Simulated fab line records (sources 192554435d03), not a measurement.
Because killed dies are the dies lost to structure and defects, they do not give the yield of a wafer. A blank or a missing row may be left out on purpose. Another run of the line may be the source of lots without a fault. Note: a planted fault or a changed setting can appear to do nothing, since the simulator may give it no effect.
fab line records | flow n5Finfet
[record] lots = 6 wafers = 18 lastDay = 17
route steps=1938 shown ZERO_LAYER@12 WELL_APT@20 BEOL_M4@1111
lots with no fault: from the same line, run without faults
startH: hours from the record's opening day to when the first of the lot's shown wafers began | waitH: how many hours have passed since the lot's step before this one | " as in the row above | L1.1+2: one row covering several wafers at once | - no value, or no start was given | * or withheld: withheld | < > ~ a bound
route shown NAME@n: NAME is a module with steps in the file, n the number in the route of the first one | usual: mean/standard deviation taken from wafers without a fault | same: alike in all rows | chamber/n: place in a boat | sites: per-site readings | _std_site: standard deviation across them | _edge_site: inner sites' mean taken away from outer sites' mean | radiusMm: how far each site lies from the wafer's centre | mask NAME#n: copy n | behind: the tool/chamber that last shaped the wafer | hold: why the lot was held/for how many hours/how that ended | device: which transistor (n, p or np) failed to switch | end of line: tests of these same wafers at the route's end | for a step that has no rows: nothing shown but its recipe | killed: dies that structure and defects cost at the first sort, which is not the same as the wafer's yield | map: shows each die of a wafer: x if killed, . if not, _ if none is there
set.NAME: the setting the step ran with; set.NAME@STEP: the setting that earlier step ran with | model.NAME: the simulator's own value behind a step, which no gauge read
lots at selected steps of the route; one table per step, one row per wafer
services: the hour from which a tool's chamber was out of use, counted from the record's first day as startH (under 0 if before that day), plus the number of hours and why
[[steps]]
[step N5_ZERO_LAYER_HARDBAKE_23]
[recipe] tempC = 130 timeS = 120
[step N5_ZERO_LAYER_CD_MEAS_11]
[recipe] targetCdNm = 2000 landingEnergyEv = 500 detector = seInlens
[usual] cdNm = 1999.7/1.5
// columns lot.wafer tool chamber startH waitH cdNm
L778.1 cdSem-02 0 18.64 - 1999.3
L778.4 " 0 " " 2000.2
L778.5 " 0 " " 1999.3
L783.2 cdSem-02 0 48.64 - 2001.6
L783.4 " 0 " " 1999.9
L783.6 " 0 " " 1999.8
L788.1 cdSem-03 0 78.81 - 2000.8
L788.5 " 0 " " 2001.1
L788.6 " 0 " " 2000.2
L789.1 cdSem-01 0 84.77 - 1998.0
L789.5 " 0 " " 2000.1
L789.6 " 0 " " 2000.3
L790.2 cdSem-03 0 90.64 - 2000.2
L790.3 " 0 " " 2000.2
L790.5 " 0 " " 1999.9
L792.1 cdSem-03 0 102.64 - 2000.7
L792.4 " 0 " " 2000.8
L792.6 " 0 " " 1999.6
[step N5_ZERO_LAYER_DESCUM_16]
[recipe] chemistry = O2 timeS = 7.9 sourcePowerW = 50 biasPowerW = 20 pressureMtorr = 20 rfFrequencyHz = 2.712e+07 tempC = 40 o2FlowSccm = 225
[usual] chamberPressureMTorr = 20.001/0.017 drypumpMotorCurrentA = 5.7/0.44 o2FlowSccm = 225.0/0.7 oesProductAu = 0.77/0.086 rfVppV = 243.0/1.4 showerheadPlenumPTorr = 2.09/0.073 throttleValvePct = 20.51/0.19
// columns lot.wafer tool chamber startH waitH chamberPressureMTorr drypumpMotorCurrentA o2FlowSccm oesProductAu rfHoursCounterH rfVppV showerheadPlenumPTorr throttleValvePct
L778.1 rieDiel-03 2 18.68 0.0 19.967 5.3 224.5 0.74 183 242.1 2.00 20.57
L778.4 " 3 " " 20.009 5.5 225.4 0.69 - 241.7 1.99 20.59
L778.5 " 1 " " 20.010 6.0 224.5 0.76 - 244.0 2.17 20.44
L783.2 rieDiel-03 1 48.68 0.0 19.999 6.1 224.1 0.74 184 245.1 2.17 20.45
L783.4 " 1 " " 19.990 6.0 225.1 0.74 - 243.6 2.17 20.46
L783.6 " 3 " " 20.003 5.5 223.9 0.67 - 241.1 1.98 20.58
L788.1 rieDiel-02 0 78.94 0.1 20.019 5.6 225.0 0.67 246 242.8 2.07 20.72
L788.5 " 3 " " 19.957 5.8 223.9 0.82 - 243.2 2.03 20.69
L788.6 " 0 " " 20.021 5.6 225.8 0.67 - 242.6 2.07 20.71
L789.1 rieDiel-06 2 85.24 0.5 20.038 6.5 226.4 0.75 142 241.3 2.02 20.26
L789.5 " 3 " " 20.003 5.5 225.6 0.71 - 243.0 2.07 20.59
L789.6 " 2 " " 19.974 6.4 226.0 0.76 - 241.9 2.02 20.26
L790.2 rieDiel-03 1 90.68 0.0 19.990 6.0 225.9 0.74 197 244.5 2.16 20.48
L790.3 " 0 " " 19.989 4.7 224.8 0.89 13 242.1 2.06 20.17
L790.5 " 3 " " 19.984 5.5 224.6 0.67 - 242.1 1.98 20.62
L792.1 rieDiel-02 1 102.68 0.0 19.997 6.3 224.8 1.00 0 244.8 2.14 20.15
L792.4 " 2 " " 20.001 6.0 224.8 0.75 - 244.0 2.20 20.51
L792.6 " 1 " " 19.995 6.3 224.6 1.00 - 244.3 2.14 20.16
[step N5_ZERO_LAYER_ETCH_17]
[recipe] chemistry = CF4 target = SiO2 targetDepthA = 120 timeS = 13.3 ionEnergyEv = 350 pressureMtorr = 40 sourceW = 450 biasW = 215 Ar_flow_sccm = 100 cf4FlowSccm = 100
[usual] chamberPressureMTorr = 40.00/0.061 drypumpMotorCurrentA = 5.7/0.44 oesProductAu = 0.78/0.085 rfVppV = 948/4.4 showerheadPlenumPTorr = 2.13/0.071 throttleValvePct = 15.73/0.21
// columns lot.wafer tool chamber startH waitH chamberPressureMTorr drypumpMotorCurrentA oesProductAu rfHoursCounterH rfVppV showerheadPlenumPTorr throttleValvePct
L778.1 rieDiel-03 2 18.71 0.0 39.97 5.3 0.74 183 943 2.04 15.78
L778.4 " 3 " " 39.97 5.5 0.68 - 942 2.03 15.80
L778.5 " 1 " " 39.98 6.0 0.76 - 954 2.22 15.69
L783.2 rieDiel-03 1 48.71 0.0 40.00 6.0 0.75 184 953 2.21 15.71
L783.4 " 1 " " 39.97 6.0 0.74 - 953 2.21 15.72
L783.6 " 3 " " 40.07 5.5 0.67 - 942 2.03 15.83
L788.1 rieDiel-02 0 78.97 0.0 40.03 5.6 0.68 246 947 2.11 15.87
L788.5 " 3 " " 40.04 5.8 0.84 - 946 2.09 15.92
L788.6 " 0 " " 40.04 5.6 0.68 - 948 2.11 15.88
L789.1 rieDiel-06 2 85.28 0.0 40.03 6.4 0.77 142 943 2.06 15.47
L789.5 " 3 " " 40.00 5.5 0.72 - 948 2.14 15.90
L789.6 " 2 " " 40.02 6.4 0.77 - 942 2.06 15.45
L790.2 rieDiel-03 1 90.71 0.0 39.97 6.1 0.74 197 952 2.21 15.73
L790.3 " 0 " " 39.94 4.8 0.90 13 946 2.11 15.38
L790.5 " 3 " " 39.97 5.5 0.67 - 942 2.03 15.87
L792.1 rieDiel-02 1 102.71 0.0 39.96 6.3 1.00 0 951 2.20 15.32
L792.4 " 2 " " 39.97 6.0 0.76 - 956 2.24 15.71
L792.6 " 1 " " 39.98 6.3 0.99 - 953 2.20 15.31
[step N5_ZERO_LAYER_ETCH_18]
[recipe] chemistry = HBr/Cl2 target = Si targetDepthA = 1200 timeS = 40 pressureMtorr = 10 icpW = 800 biasW = 75 HBr_flow_sccm = 150 Cl2_flow_sccm = 80
[usual] HBr_flow_sccm = 150.0/0.43 chamberPressureMTorr = 9.999/0.0098 drypumpMotorCurrentA = 6.0/0.33 oesProductAu = 1.006/0.016 throttleValvePct = 36.24/0.23
// columns lot.wafer tool chamber startH waitH HBr_flow_sccm chamberPressureMTorr drypumpMotorCurrentA oesProductAu rfHoursCounterH throttleValvePct
L778.1 rieSi-04 0 18.79 0.0 149.7 9.991 5.8 0.988 6 36.21
L778.4 " 3 " " 149.3 9.990 5.9 0.990 22 36.37
L778.5 " 2 " " 150.4 9.977 6.1 1.007 - 36.30
L783.2 rieSi-04 1 48.79 0.0 149.9 10.020 6.3 0.999 95 35.99
L783.4 " 2 " " 150.2 9.998 6.1 1.012 108 36.30
L783.6 " 2 " " 150.3 9.984 6.1 1.023 - 36.29
L788.1 rieSi-04 1 79.05 0.1 149.2 9.994 6.3 1.003 95 36.01
L788.5 " 0 " " 149.1 9.994 5.8 0.985 - 36.23
L788.6 " 3 " " 150.3 10.042 5.9 0.987 - 36.36
L789.1 rieSi-05 3 85.36 0.1 149.9 10.003 5.5 1.028 106 35.89
L789.5 " 0 " " 149.9 9.998 6.6 1.015 - 36.19
L789.6 " 1 " " 149.8 10.002 5.5 1.018 - 35.91
L790.2 rieSi-02 2 90.79 0.0 148.9 9.986 6.0 0.993 6 36.47
L790.3 " 3 " " 150.2 9.996 5.8 1.004 5 36.63
L790.5 " 2 " " 150.4 9.995 6.0 0.986 - 36.49
L792.1 rieSi-04 0 102.79 0.0 150.5 10.024 5.8 0.980 7 36.23
L792.4 " 2 " " 150.1 10.003 6.1 1.016 109 36.30
L792.6 " 0 " " 150.4 10.000 5.8 0.980 - 36.23
[step N5_ZERO_LAYER_STRIP_24]
[recipe] chemistry = O2 powerW = 1000 tempC = 250 overashFraction = 0.3 pressureMtorr = 1000 o2FlowSccm = 6750
[usual] chamberPressureMTorr = 999.8/0.89 drypumpMotorCurrentA = 5.75/0.1 heaterPowerW = 342/22 o2FlowSccm = 6747/19 oesProductAu = 0.647/0.0038 stripTimeToEndpointS = 43.86/0.12
// columns lot.wafer tool chamber startH waitH chamberPressureMTorr drypumpMotorCurrentA heaterPowerW o2FlowSccm oesProductAu rfHoursCounterH stripTimeToEndpointS
L778.1 plasmaAsher-01 1 18.89 0.1 998.2 5.73 345 6744 0.644 24 43.81
L778.4 " 1 " " 999.7 5.76 340 6732 0.644 - 43.86
L778.5 " 1 " " 999.1 5.75 346 6719 0.647 - 43.88
L783.2 plasmaAsher-02 0 48.89 0.1 999.6 5.95 352 6725 0.648 84 43.83
L783.4 " 0 " " 999.0 5.95 348 6736 0.648 - 43.87
L783.6 " 0 " " 1000.3 5.95 348 6742 0.648 - 43.90
L788.1 plasmaAsher-01 0 79.16 0.1 999.5 5.68 365 6746 0.645 36 43.71
L788.5 " 0 " " 998.4 5.66 350 6728 0.656 - 43.85
L788.6 " 1 " " 1000.0 5.73 355 6756 0.648 - 43.84
L789.1 plasmaAsher-01 1 85.46 0.1 1000.0 5.73 345 6721 0.645 37 43.78
L789.5 " 0 " " 1001.3 5.67 363 6751 0.643 - 43.72
L789.6 " 1 " " 999.9 5.73 341 6739 0.646 - 43.79
L790.2 plasmaAsher-01 1 90.89 0.1 999.0 5.77 354 6708 0.646 38 43.94
L790.3 " 0 " " 1001.0 5.63 368 6743 0.645 - 43.97
L790.5 " 0 " " 998.6 5.68 360 6712 0.651 - 43.77
L792.1 plasmaAsher-01 1 102.89 0.1 999.2 5.73 345 6773 0.643 40 43.74
L792.4 " 1 " " 1001.3 5.71 343 6776 0.655 - 43.72
L792.6 " 0 " " 999.9 5.66 360 6758 0.653 - 43.80
[step N5_ZERO_LAYER_STRIP_19]
[recipe] chemistry = SPM timeS = 900 tempC = 130 h2so4H2o2VolRatio = 4 dry = ipaMarangoni
[step N5_ZERO_LAYER_INSPECT_20]
[recipe] inspectInstrument = darkfield mode = postClean
[usual] rawDefectCount = 34/15
// columns lot.wafer tool chamber startH waitH rawDefectCount
L778.1 defectInspect-01 - 19.25 0.0 28
L778.4 " - " " 78
L778.5 " - " " 68
L783.2 defectInspect-01 - 49.25 0.0 30
L783.4 " - " " 30
L783.6 " - " " 31
L788.1 defectInspect-01 - 79.52 0.0 55
L788.5 " - " " 24
L788.6 " - " " 22
L789.1 defectInspect-01 - 85.82 0.0 61
L789.5 " - " " 31
L789.6 " - " " 14
L790.2 defectInspect-02 - 91.28 0.0 19
L790.3 " - " " 15
L790.5 " - " " 29
L792.1 defectInspect-01 - 103.25 0.0 25
L792.4 " - " " 48
L792.6 " - " " 32
[step N5_WELL_APT_HMDS_01]
[recipe] timeS = 60 tempC = 120
[step N5_WELL_APT_COAT_02]
[recipe] spinRpm = 1357 resistThkNm = 950
[step N5_WELL_APT_EBR_04]
[recipe] solvent = PGMEA ebrWidthMm = 1.5
[step N5_WELL_APT_SOFTBAKE_03]
[recipe] tempC = 130 timeS = 60
[step N5_WELL_APT_EXPOSE_05]
[recipe] maskId = NWELL na = 0.8 sourceShape = conventional sigmaOuter = 0.8 polarization = unpolarized defocusNm = 0 targetCdNm = 200 doseMj = 20.3
[same] na = 0.8
// columns lot.wafer tool chamber startH waitH mask model.WELL_APT.overlayXNm
L778.1+4+5 krfScanner-01 0 19.38 - NWELL#0 -1.619
L783.2+4+6 krfScanner-02 0 49.39 - NWELL#0 5.092
L788.1+5+6 krfScanner-02 0 79.65 - NWELL#0 68.33
L789.1+5+6 krfScanner-02 0 85.95 - NWELL#0 64.81
L790.2+3+5 krfScanner-01 0 91.54 - NWELL#0 -0.4785
L792.1+4+6 krfScanner-01 0 103.38 - NWELL#0 -1.39
[step N5_WELL_APT_PEB_06]
[recipe] pebTempC = 130 pebTimeS = 90
[step N5_WELL_APT_DEVELOP_07]
[recipe] developTimeS = 45 rinseLiquid = surfactantRinse dry = airSpin devTempC = 21
[step N5_WELL_APT_HARDBAKE_12]
[recipe] tempC = 130 timeS = 120
[step N5_WELL_APT_CD_MEAS_08]
[recipe] targetCdNm = 200 landingEnergyEv = 500 detector = seInlens
[usual] cdNm = 199.6/1.3
// columns lot.wafer tool chamber startH waitH cdNm
L778.1 cdSem-03 0 19.56 - 202.3
L778.4 " 0 " " 200.0
L778.5 " 0 " " 201.2
L783.2 cdSem-02 0 49.56 - 202.6
L783.4 " 0 " " 200.2
L783.6 " 0 " " 200.1
L788.1 cdSem-01 0 79.82 - 200.9
L788.5 " 0 " " 198.9
L788.6 " 0 " " 201.0
L789.1 cdSem-03 0 86.13 - 199.9
L789.5 " 0 " " 201.5
L789.6 " 0 " " 199.4
L790.2 cdSem-02 0 91.70 - 198.8
L790.3 " 0 " " 198.7
L790.5 " 0 " " 198.7
L792.1 cdSem-03 0 103.56 - 197.5
L792.4 " 0 " " 198.3
L792.6 " 0 " " 198.6
[step N5_WELL_APT_OVL_MEAS_09]
[recipe] pointsPerWafer = 44
[usual] NWELL_OVL = 0/4.8
// columns lot.wafer tool chamber startH waitH NWELL_OVL[nm]
L778.1 overlay-02 0 19.59 0.0 -8
L778.4 " 0 " " -4
L778.5 " 0 " " -1
L783.2 overlay-01 0 49.59 0.0 -2
L783.4 " 0 " " 5
L783.6 " 0 " " 1
L788.1 overlay-02 0 79.85 0.0 61
L788.5 " 0 " " 69
L788.6 " 0 " " 76
L789.1 overlay-01 0 86.16 0.0 62
L789.5 " 0 " " 61
L789.6 " 0 " " 63
L790.2 overlay-02 0 91.73 0.0 4
L790.3 " 0 " " -6
L790.5 " 0 " " -5
L792.1 overlay-01 0 103.59 0.0 2
L792.4 " 0 " " -4
L792.6 " 0 " " -8
[step N5_WELL_APT_INSPECT_10]
[recipe] mode = adi inspectInstrument = macro
[usual] rawDefectCount = 1.9/1.4
// columns lot.wafer tool chamber startH waitH rawDefectCount
L778.1 defectInspect-01 - 19.61 0.0 1
L778.4 " - " " 1
L778.5 " - " " 3
L783.2 defectInspect-01 - 49.61 0.0 4
L783.4 " - " " 2
L783.6 " - " " 1
L788.1 defectInspect-01 - 79.87 0.0 0
L788.5 " - " " 2
L788.6 " - " " 2
L789.1 defectInspect-01 - 86.18 0.0 5
L789.5 " - " " 2
L789.6 " - " " 2
L790.2 defectInspect-02 - 91.76 0.0 2
L790.3 " - " " 3
L790.5 " - " " 1
L792.1 defectInspect-02 - 103.61 0.0 2
L792.4 " - " " 2
L792.6 " - " " 1
[step N5_BEOL_M4_RC_MEAS_101]
[usual] DIBL_N = 36.6/1.3 DIBL_P = 36.4/1.4 IOFF_N = 0.167/0.023 IOFF_P = 0.219/0.029 ION_N = 678/8.7 ION_P = 464/6.4 SS_N = 71.5/0.53 SS_P = 73.4/0.57 VT_N = 248.5/2.8 VT_P = -249/3.1
// columns lot.wafer tool chamber startH waitH DIBL_N[mV/V] DIBL_P[mV/V] IOFF_N[nA/um] IOFF_P[nA/um] ION_N[uA/um] ION_P[uA/um] SS_N[mV/dec] SS_P[mV/dec] VT_N[mV] VT_P[mV]
L778.1 prober-01 0 198.19 0.0 38.5 37.0 0.201 0.252 683 467 70.7 74.1 245.5 -250
L778.4 " 0 " " 37.8 36.0 0.178 0.226 685 471 71.1 73.1 247.7 -250
L778.5 " 0 " " 37.7 36.6 0.184 0.242 685 473 71.5 74.0 246.7 -246
L783.2 prober-02 0 226.67 0.2 38.3 38.0 0.181 0.236 682 475 71.9 73.5 247.6 -247
L783.4 " 0 " " 39.1 39.0 0.211 0.270 704 481 71.8 73.0 243.3 -246
L783.6 " 0 " " 38.8 38.6 0.201 0.251 690 470 71.6 73.9 244.8 -250
L788.1 prober-01 0 254.70 0.0 33.7 34.7 0.145 0.229 679 470 71.3 72.7 250.3 -244
L788.5 " 0 " " 35.5 36.4 0.177 0.247 688 469 71.3 73.7 247.6 -245
L788.6 " 0 " " 33.3 34.6 0.134 0.224 666 465 70.5 73.0 252.9 -245
L789.1 prober-02 0 290.03 0.0 36.1 35.5 0.155 0.207 679 468 71.2 72.8 248.7 -248
L789.5 " 0 " " 35.5 34.5 0.146 0.200 679 470 71.1 72.5 252.4 -252
L789.6 " 0 " " 34.8 33.7 0.133 0.187 669 464 70.7 72.7 250.2 -251
L792.1 prober-02 0 296.68 0.0 37.5 37.2 0.187 0.261 679 465 72.4 73.6 246.6 -245
L792.4 " 0 " " 36.0 35.6 0.158 0.239 674 468 71.2 73.8 250.5 -246
L792.6 " 0 " " 38.3 37.8 0.201 0.270 672 463 71.8 74.3 247.1 -246
L790.2 prober-01 0 305.21 0.2 35.7 36.6 0.159 0.191 667 450 71.9 73.6 249.2 -252
L790.3 " 0 " " 36.3 38.4 0.188 0.209 673 454 72.4 74.0 247.2 -252
L790.5 " 0 " " 36.1 37.4 0.176 0.202 665 452 72.1 73.8 249.8 -252
[[services]]
// columns tool chamber startH hours kind
rieSi-05 0 0.68 1.1 repair
krfScanner-01 - 17.13 1.0 pm
rieDiel-03 0 17.61 9.8 repair
krfScanner-01 - 19.59 2.1 repair
rieDiel-06 - 23.74 1.3 repair
krfScanner-01 - 25.13 0.2 repair
krfScanner-02 - 28.71 1.0 pm
rieDiel-06 0 28.99 6.7 repair
rieDiel-03 0 30.72 - clean
rieDiel-03 0 30.72 - consumableReplace:focusRing
rieDiel-03 0 30.72 21.0 scheduledDown
rieDiel-03 0 30.72 21.0 ventCycle
krfScanner-01 - 35.58 1.3 repair
krfScanner-02 - 52.37 0.8 pm
rieSi-02 3 57.00 9.9 repair
krfScanner-02 - 66.00 1.3 pm
krfScanner-01 - 70.99 0.8 pm
krfScanner-01 - 81.70 1.3 pm
rieDiel-02 1 86.29 - clean
rieDiel-02 1 86.29 - consumableReplace:focusRing
rieDiel-02 1 86.29 15.5 scheduledDown
rieDiel-02 1 86.29 15.5 ventCycle
rieDiel-03 1 92.93 14.9 repair
rieDiel-02 0 102.04 - clean
[[key]]
[firstSign] step = N5_WELL_APT_OVL_MEAS_09 reading = NWELL_OVL direction = up sigmas = 14 usual = 0 struck = 65
effect none on later readings
[modelEffect] step = N5_WELL_APT_EXPOSE_05 value = WELL_APT.overlayXNm without = -0.3635 struck = 66.57
metAt N5_WELL_APT_EXPOSE_05
struckWafers L788.1,L788.5,L788.6,L789.1,L789.5,L789.6
onsetBetween 49.39 79.65
[fault] kind = scannerMatchingOverlay tool = krfScanner-02 chamber = - onsetH = 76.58 steps = N5_WELL_APT_EXPOSE_05 offset = 66.933
